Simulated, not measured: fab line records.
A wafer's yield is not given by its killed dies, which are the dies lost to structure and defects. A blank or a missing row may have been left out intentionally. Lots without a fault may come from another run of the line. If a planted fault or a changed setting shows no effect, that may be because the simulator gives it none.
fab line records ; flow nand-harc
record: lots: 15; wafers: 45; last-day: 33
route steps=1302 shown P_CONTACT@233
lots with no fault: from the same line, run without faults
start-h: hours from the record's opening day to when the first of the lot's shown wafers began ; wait-h: hours from the lot's prior step to this one ; " unchanged from the row above ; L1.1+2: several wafers, shown together as one row ; - either no value or no given start ; * or withheld: withheld ; < > ~ a bound
route shown NAME@n: a module of which the file shows steps, and the number in the route of the first ; usual: mean/standard deviation taken from wafers without a fault ; same: alike in all rows ; chamber/n: place in a boat ; sites: readings site by site ; _std_site: the standard deviation of these ; _edge_site: inner sites' mean taken away from outer sites' mean ; radius-mm: for every site, how far away it sits from the centre of the wafer ; mask NAME#n: copy n ; behind: tool/chamber where the wafer was last shaped ; hold: why the lot went on hold/how many hours it stayed there/how the hold came to an end ; device: which transistor (n, p or np) failed to switch ; end of line: the tests these same wafers got at the end of their route ; a step given without rows: its recipe and nothing more ; killed: not the wafer's yield, but the dies lost to structure and defects at the first sort ; map: dies across one wafer; x = killed, . = not, _ = none there
set.NAME: the run value of the setting; set.NAME@STEP: its run value at that earlier step ; model.NAME: the simulator's own value behind a step, which no gauge read
steps of the route over a sample of lots; a table a step, a row a wafer
services: the hour from which a tool's chamber was out of use, counted from the record's first day as start-h (under 0 if before that day), plus the number of hours and why
== steps ==
step: NHARC_P_CONTACT_OVL_MEAS_13
usual: overlay-x-nm: -0.1/0.93; overlay-y-nm: -0.3/0.68
lot.wafer;tool;chamber;start-h;wait-h;overlay-x-nm;overlay-y-nm
L905.1;overlay-01;-;123.32;-;0.4;-0.5
L905.2;overlay-01;-;123.32;-;-0.2;-0.9
L905.3;overlay-01;-;123.32;-;-0.4;-1.0
L904.1;overlay-01;-;123.68;-;-2.1;0.4
L904.3;overlay-01;-;123.68;-;-2.1;0.2
L904.4;overlay-01;-;123.68;-;-1.9;0.1
L906.2;overlay-01;-;134.60;-;2.4;-0.2
L906.5;overlay-01;-;134.60;-;1.9;0.2
L906.6;overlay-01;-;134.60;-;1.9;0.5
L907.2;overlay-01;-;150.56;-;-0.6;-0.4
L907.3;overlay-01;-;150.56;-;-0.4;-1.4
L907.5;overlay-01;-;150.56;-;-0.5;-1.0
L908.3;overlay-02;-;161.22;-;-0.5;0.5
L908.4;overlay-02;-;161.22;-;-0.8;0.8
L908.6;overlay-02;-;161.22;-;-0.9;0.6
L911.1;overlay-01;-;186.06;-;-1.0;0.0
L911.2;overlay-01;-;186.06;-;-0.5;-0.1
L911.5;overlay-01;-;186.06;-;-0.9;-0.1
L912.1;overlay-02;-;197.84;-;-0.3;-1.2
L912.2;overlay-02;-;197.84;-;-0.1;-1.2
L912.6;overlay-02;-;197.84;-;0.5;-1.1
L913.1;overlay-02;-;202.04;-;-0.1;0.3
L913.3;overlay-02;-;202.04;-;-0.3;-0.1
L913.5;overlay-02;-;202.04;-;-0.3;-0.2
L914.4;overlay-02;-;221.45;-;-0.5;-0.7
L914.5;overlay-02;-;221.45;-;-0.7;-1.0
L914.6;overlay-02;-;221.45;-;-0.9;-0.8
L916.1;overlay-02;-;235.70;-;-0.5;0.0
L916.3;overlay-02;-;235.70;-;-0.2;0.3
L916.6;overlay-02;-;235.70;-;-0.1;-0.3
L917.2;overlay-01;-;249.83;-;0.2;-0.7
L917.4;overlay-01;-;249.83;-;0.1;-0.6
L917.5;overlay-01;-;249.83;-;0.3;-0.3
L918.3;overlay-02;-;262.27;-;-0.9;0.4
L918.4;overlay-02;-;262.27;-;-0.2;0.5
L918.5;overlay-02;-;262.27;-;-0.4;0.2
L925.2;overlay-02;-;325.91;-;-0.7;0.0
L925.3;overlay-02;-;325.91;-;-0.6;0.4
L925.6;overlay-02;-;325.91;-;-0.4;0.1
L926.1;overlay-01;-;343.74;-;1.1;-0.4
L926.5;overlay-01;-;343.74;-;1.2;-0.3
L926.6;overlay-01;-;343.74;-;0.2;-0.5
L927.3;overlay-01;-;347.00;-;0.8;0.0
L927.4;overlay-01;-;347.00;-;0.5;-0.6
L927.6;overlay-01;-;347.00;-;1.2;-0.3
step: NHARC_P_CONTACT_INSPECT_14
usual: raw-defect-count: 4.3/2.8
lot.wafer;tool;chamber;start-h;wait-h;raw-defect-count
L905.1;defect-inspect-02;-;123.35;0.0;3
L905.2;defect-inspect-02;-;123.35;0.0;3
L905.3;defect-inspect-02;-;123.35;0.0;5
L904.1;defect-inspect-01;-;123.72;0.0;3
L904.3;defect-inspect-01;-;123.72;0.0;2
L904.4;defect-inspect-01;-;123.72;0.0;8
L906.2;defect-inspect-01;-;134.63;0.0;5
L906.5;defect-inspect-01;-;134.63;0.0;4
L906.6;defect-inspect-01;-;134.63;0.0;2
L907.2;defect-inspect-02;-;150.60;0.0;2
L907.3;defect-inspect-02;-;150.60;0.0;1
L907.5;defect-inspect-02;-;150.60;0.0;3
L908.3;defect-inspect-02;-;161.26;0.0;1
L908.4;defect-inspect-02;-;161.26;0.0;5
L908.6;defect-inspect-02;-;161.26;0.0;1
L911.1;defect-inspect-02;-;186.10;0.0;3
L911.2;defect-inspect-02;-;186.10;0.0;2
L911.5;defect-inspect-02;-;186.10;0.0;5
L912.1;defect-inspect-02;-;197.88;0.0;3
L912.2;defect-inspect-02;-;197.88;0.0;2
L912.6;defect-inspect-02;-;197.88;0.0;4
L913.1;defect-inspect-02;-;202.08;0.0;0
L913.3;defect-inspect-02;-;202.08;0.0;1
L913.5;defect-inspect-02;-;202.08;0.0;2
L914.4;defect-inspect-01;-;221.49;0.0;7
L914.5;defect-inspect-01;-;221.49;0.0;8
L914.6;defect-inspect-01;-;221.49;0.0;7
L916.1;defect-inspect-02;-;235.74;0.0;0
L916.3;defect-inspect-02;-;235.74;0.0;0
L916.6;defect-inspect-02;-;235.74;0.0;7
L917.2;defect-inspect-01;-;249.87;0.0;5
L917.4;defect-inspect-01;-;249.87;0.0;7
L917.5;defect-inspect-01;-;249.87;0.0;6
L918.3;defect-inspect-02;-;262.30;0.0;0
L918.4;defect-inspect-02;-;262.30;0.0;2
L918.5;defect-inspect-02;-;262.30;0.0;3
L925.2;defect-inspect-02;-;325.95;0.0;3
L925.3;defect-inspect-02;-;325.95;0.0;0
L925.6;defect-inspect-02;-;325.95;0.0;4
L926.1;defect-inspect-01;-;343.77;0.0;6
L926.5;defect-inspect-01;-;343.77;0.0;2
L926.6;defect-inspect-01;-;343.77;0.0;6
L927.3;defect-inspect-02;-;347.04;0.0;2
L927.4;defect-inspect-02;-;347.04;0.0;5
L927.6;defect-inspect-02;-;347.04;0.0;3
step: NHARC_P_CONTACT_ETCH_31
recipe: target-depth-a: 300; time-s: 85.7; ion-energy-ev: 120; over-etch-frac: 1; ch3f-flow-sccm: 50; o2-flow-sccm: 30; ar-flow-sccm: 200; rf-w: 500; bias-w: 100; chemistry: CH3F/O2
usual: drypump-motor-current-A: 5.7/0.38; oes-product-au: 0.974/0.013; rf-vpp-V: 245.0/2; showerhead-plenum-p-Torr: 2.50/0.13; throttle-valve-pct: 20.663/0.009
same: time-s: 85.7
lot.wafer;tool;chamber;start-h;wait-h;drypump-motor-current-A;oes-product-au;rf-hours-counter-h;rf-vpp-V;showerhead-plenum-p-Torr;throttle-valve-pct
L905.3;rie-diel-08;2;-;-;6.1;0.952;2.3;246.3;2.65;20.662
L905.2;rie-diel-08;3;-;-;5.9;0.960;2.2;245.0;2.62;20.660
L905.1;rie-diel-08;0;-;-;5.3;0.957;2.7;243.5;2.42;20.671
L904.1;rie-diel-02;1;-;-;6.2;0.969;1.1;247.1;2.62;20.667
L904.3;rie-diel-02;2;-;-;5.2;0.971;1.2;246.7;2.55;20.663
L904.4;rie-diel-02;0;-;-;5.9;0.960;1.4;241.3;2.30;20.666
L906.2;rie-diel-11;2;-;-;6.7;0.980;3.3;247.8;2.59;20.676
L906.6;rie-diel-11;3;-;-;5.0;0.982;-;241.8;2.32;20.648
L906.5;rie-diel-11;0;-;-;5.1;0.984;-;243.5;2.39;20.658
L907.3;rie-diel-08;2;-;-;6.1;0.980;3.0;247.5;2.65;20.654
L907.2;rie-diel-08;1;-;-;5.5;0.967;3.4;242.8;2.33;20.653
L907.5;rie-diel-08;3;-;-;5.9;0.972;-;246.0;2.62;20.639
L908.4;rie-diel-08;1;-;-;5.5;0.991;3.9;243.1;2.33;20.644
L908.3;rie-diel-08;3;-;-;5.9;0.972;3.5;246.4;2.61;20.668
L908.6;rie-diel-08;1;-;-;5.5;1.002;-;242.9;2.33;20.648
L911.1;rie-diel-08;3;-;-;5.9;0.966;4.5;248.3;2.61;20.677
L911.2;rie-diel-08;2;-;-;6.1;0.989;4.4;247.9;2.65;20.667
L911.5;rie-diel-08;0;-;-;5.3;0.972;-;244.4;2.42;20.674
L912.2;rie-diel-02;0;-;-;5.8;0.956;3.2;242.6;2.30;20.667
L912.1;rie-diel-02;2;-;-;5.2;0.967;3.9;246.8;2.55;20.662
L912.6;rie-diel-02;0;-;-;5.8;0.951;-;243.1;2.30;20.668
L913.1;rie-diel-02;2;-;-;5.2;0.993;4.2;245.7;2.55;20.672
L913.3;rie-diel-02;0;-;-;5.8;0.970;3.5;242.3;2.30;20.688
L913.5;rie-diel-02;2;-;-;5.2;0.990;-;244.7;2.55;20.675
L914.4;rie-diel-08;3;-;-;5.9;0.977;0.5;245.8;2.61;20.675
L914.6;rie-diel-08;2;-;-;6.1;0.981;-;246.2;2.65;20.668
L914.5;rie-diel-08;3;-;-;5.9;0.979;-;247.0;2.61;20.672
L916.3;rie-diel-08;3;-;-;5.9;0.971;1.0;247.5;2.61;20.665
L916.1;rie-diel-08;0;-;-;5.3;0.977;1.1;243.1;2.42;20.665
L916.6;rie-diel-08;0;-;-;5.3;0.979;-;243.4;2.42;20.665
L917.4;rie-diel-11;3;-;-;5.0;0.983;8.4;244.0;2.32;20.673
L917.2;rie-diel-11;0;-;-;5.1;0.995;6.6;244.0;2.39;20.659
L917.5;rie-diel-11;0;-;-;5.1;1.004;-;241.9;2.39;20.648
L918.4;rie-diel-02;1;-;-;6.2;0.983;1.2;246.5;2.62;20.665
L918.3;rie-diel-02;0;-;-;5.9;0.970;1.0;242.4;2.30;20.651
L918.5;rie-diel-02;2;-;-;5.2;0.989;-;245.3;2.54;20.671
L925.2;rie-diel-02;0;-;-;5.9;0.947;2.7;243.5;2.30;20.671
L925.3;rie-diel-02;1;-;-;6.2;0.974;2.8;245.3;2.62;20.664
L925.6;rie-diel-02;1;-;-;6.2;0.977;-;245.2;2.62;20.662
L926.1;rie-diel-08;2;-;-;6.1;0.972;5.0;247.1;2.65;20.661
L926.5;rie-diel-08;1;-;-;5.5;0.993;-;242.0;2.33;20.667
L926.6;rie-diel-08;2;-;-;6.1;0.979;-;246.5;2.65;20.650
L927.3;rie-diel-08;1;-;-;5.5;0.973;5.5;242.0;2.33;20.658
L927.4;rie-diel-08;2;-;-;6.1;0.958;-;247.6;2.65;20.662
L927.6;rie-diel-08;1;-;-;5.5;0.982;-;242.8;2.33;20.659
step: NHARC_P_CONTACT_PVD_32
recipe: target-thk-a: 50; chamber-pressure-pa: 5; power-w: 5000; substrate-temp-c: 200; time-s: 17.7; material: Ti
usual: cathode-dc-power-W: 4999.9/0.92; chamber-pressure-pa: 4.999/0.01; throttle-valve-pct: 29.7/1.2; time-s: 17.7/0
lot.wafer;tool;chamber;start-h;wait-h;cathode-dc-power-W;chamber-pressure-pa;throttle-valve-pct;time-s
L905.2;pvd-sputter-02;-;125.12;-;4999.0;4.995;30.6;17.7
L905.3;pvd-sputter-02;-;125.12;-;5000.4;5.000;28.1;17.7
L905.1;pvd-sputter-02;-;125.12;-;4998.6;4.999;29.0;17.7
L904.4;pvd-sputter-03;-;125.49;-;4998.8;5.000;29.1;17.7
L904.3;pvd-sputter-03;-;125.49;-;5000.5;5.000;29.7;17.7
L904.1;pvd-sputter-03;-;125.49;-;5000.8;5.008;32.4;17.7
L906.2;pvd-sputter-01;-;136.40;-;5001.3;4.986;29.6;17.7
L906.6;pvd-sputter-01;-;136.40;-;5000.7;4.986;29.6;17.7
L906.5;pvd-sputter-01;-;136.40;-;5000.3;4.988;29.4;17.7
L907.2;pvd-sputter-03;-;152.39;-;4998.6;5.005;32.4;17.7
L907.3;pvd-sputter-03;-;152.39;-;4999.7;4.997;28.3;17.7
L907.5;pvd-sputter-03;-;152.39;-;5000.6;5.001;29.7;17.7
L908.3;pvd-sputter-01;-;163.05;-;4999.8;4.971;30.3;17.7
L908.4;pvd-sputter-01;-;163.05;-;4998.2;4.997;29.1;17.7
L908.6;pvd-sputter-01;-;163.05;-;5001.1;4.985;29.6;17.7
L911.1;pvd-sputter-03;-;187.87;-;4999.5;5.017;28.8;17.7
L911.2;pvd-sputter-03;-;187.87;-;4999.6;5.002;33.2;17.7
L911.5;pvd-sputter-03;-;187.87;-;5000.5;5.023;28.7;17.7
L912.1;pvd-sputter-02;-;199.68;-;4999.5;5.001;28.0;17.7
L912.2;pvd-sputter-02;-;199.68;-;5001.6;5.014;30.7;17.7
L912.6;pvd-sputter-02;-;199.68;-;4999.7;5.016;30.9;17.7
L913.3;pvd-sputter-01;-;203.86;-;4999.1;4.995;29.4;17.7
L913.1;pvd-sputter-01;-;203.86;-;4998.3;4.999;30.0;17.7
L913.5;pvd-sputter-01;-;203.86;-;4997.9;4.998;29.5;17.7
L914.4;pvd-sputter-03;-;223.32;-;4998.9;5.007;28.7;17.7
L914.5;pvd-sputter-03;-;223.32;-;5000.5;5.007;29.9;17.7
L914.6;pvd-sputter-03;-;223.32;-;4999.1;4.991;33.2;17.7
L916.3;pvd-sputter-03;-;237.51;-;-;-;-;-
L916.1;pvd-sputter-03;-;237.51;-;-;-;-;-
L916.6;pvd-sputter-03;-;237.51;-;-;-;-;-
L917.4;pvd-sputter-03;-;251.65;-;-;-;-;-
L917.2;pvd-sputter-03;-;251.65;-;-;-;-;-
L917.5;pvd-sputter-03;-;251.65;-;-;-;-;-
L918.4;pvd-sputter-02;-;264.09;-;-;-;-;-
L918.3;pvd-sputter-02;-;264.09;-;-;-;-;-
L918.5;pvd-sputter-02;-;264.09;-;-;-;-;-
L925.2;pvd-sputter-02;-;327.72;-;4999.7;5.003;28.2;17.7
L925.3;pvd-sputter-02;-;327.72;-;4999.0;4.983;30.3;17.7
L925.6;pvd-sputter-02;-;327.72;-;5001.3;4.993;31.6;17.7
L926.1;pvd-sputter-02;-;345.74;-;5000.0;5.001;28.1;17.7
L926.5;pvd-sputter-02;-;345.74;-;4999.3;4.987;28.5;17.7
L926.6;pvd-sputter-02;-;345.74;-;5000.9;5.034;30.4;17.7
L927.4;pvd-sputter-02;-;348.96;-;4999.4;5.013;30.3;17.7
L927.3;pvd-sputter-02;-;348.96;-;5000.4;4.991;31.7;17.7
L927.6;pvd-sputter-02;-;348.96;-;4999.5;4.987;28.7;17.7
== services ==
tool;chamber;start-h;hours;kind
pvd-sputter-02;-;104.03;10.0;pm
rie-diel-08;0;120.80;-;clean
rie-diel-08;1;120.80;-;clean
rie-diel-08;2;120.80;-;clean
rie-diel-08;3;120.80;-;clean
rie-diel-02;1;137.19;13.3;repair
rie-diel-08;-;163.00;2.3;repair
pvd-sputter-03;-;170.00;10.0;pm
rie-diel-02;0;176.27;9.7;repair
rie-diel-08;-;190.80;9.0;pm
rie-diel-11;0;191.19;15.4;repair
rie-diel-02;-;216.70;9.0;pm
pvd-sputter-01;-;226.00;10.0;pm
rie-diel-11;-;228.05;0.3;repair
rie-diel-11;2;233.29;10.4;repair
rie-diel-08;-;244.50;0.8;repair
rie-diel-11;-;255.50;9.0;pm
pvd-sputter-02;-;282.03;10.0;pm
rie-diel-02;0;286.60;3.0;repair
pvd-sputter-01;-;287.57;9.6;repair
rie-diel-08;0;305.83;10.9;repair
pvd-sputter-03;-;324.37;4.7;repair
rie-diel-08;3;342.54;6.7;repair
pvd-sputter-03;-;343.91;16.3;repair
== key ==
first-sign: step: NHARC_P_CONTACT_PVD_32; reading: tool-record; direction: missing
effect none on later readings
met-at NHARC_P_CONTACT_PVD_32
struck-lots L916,L917,L918
sort-left-out L916.1,L916.3,L916.6,L917.2,L917.4,L917.5,L918.3,L918.4,L918.5
tester-left-out L916,L917,L918
not-acting-at NHARC_P_CONTACT_OVL_MEAS_13,NHARC_P_CONTACT_INSPECT_14,NHARC_P_CONTACT_ETCH_31
onset-between 223.32 237.51
fault: kind: skipped-step-whole; tool: pvd-sputter-02,pvd-sputter-03; chamber: -; onset-h: 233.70; steps: NHARC_P_CONTACT_PVD_32; scope: struck-lots-only
tester-left-out: of these lots the tester's yield and bins aren't shown, on N5 and GAA mostly nor the transistor test; their killed dies are dies lost to structure and defects alone, not to doping, threshold or leakage, so they don't give the yield
sort-left-out: the simulated sort isn't trusted on such a fault, so these wafers' sort isn't shown, and their yield isn't known
